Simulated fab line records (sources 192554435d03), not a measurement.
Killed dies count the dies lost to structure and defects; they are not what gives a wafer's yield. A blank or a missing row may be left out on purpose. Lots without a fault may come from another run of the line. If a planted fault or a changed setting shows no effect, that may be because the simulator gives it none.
Matching of chambers ; flow n5_finfet ; rie_diel-02 running N5_BEOL_M8_ETCH_72: 4 sister chambers
The step etches underlayer in N2/H2, target depth 6.5 nm, time 5.2 s. 8 wafers are shown with their chamber, then 8 later ones without.

== WAFERS PAIRED WITH THEIR CHAMBERS ==
wafer;chamber;showerhead_plenum_p_Torr (Torr);drypump_motor_current_A (A)
L077.4;1;2.41;4.8
L082.3;1;2.40;4.9
L082.4;0;2.55;5.5
L082.5;2;2.59;5.6
L084.2;2;2.58;5.7
L084.5;3;2.55;5.9
L084.6;0;2.55;5.5
L085.3;3;2.55;5.9

== WAFERS MISSING THEIR CHAMBER ==
wafer;showerhead_plenum_p_Torr (Torr);drypump_motor_current_A (A)
L085.4;2.55;5.5
L085.6;2.55;5.8
L091.1;2.55;5.8
L091.4;2.72;4.8
L091.5;2.58;5.6
L090.3;2.58;5.6
L090.5;2.58;5.7
L090.6;2.55;5.8

== WHICH CHAMBER EACH WENT THROUGH ==
wafer;from the rows above;in truth
L085.4;0;0
L085.6;3;3
L091.1;3;3
L091.4;2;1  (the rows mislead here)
L091.5;2;2
L090.3;2;2
L090.5;2;2
L090.6;3;3
Correctly placed: 7 of 8. Left unplaced by these rows: 0. 1 placed wrongly.
How it was worked out, from the rows above alone: a wafer's distance from a chamber is the root of the sum, over the readings, of the square of ((its reading less the chamber's mean) divided by the reading's scatter). If the next closest chamber is less than 2 further off than the closest, the wafer can't be placed; otherwise it belongs to the closest. A chamber's mean is the mean of its shown wafers. The scatter: take each reading less its chamber's mean, square it, sum over the shown wafers, divide by the number of wafers less the number of chambers, and take the root.
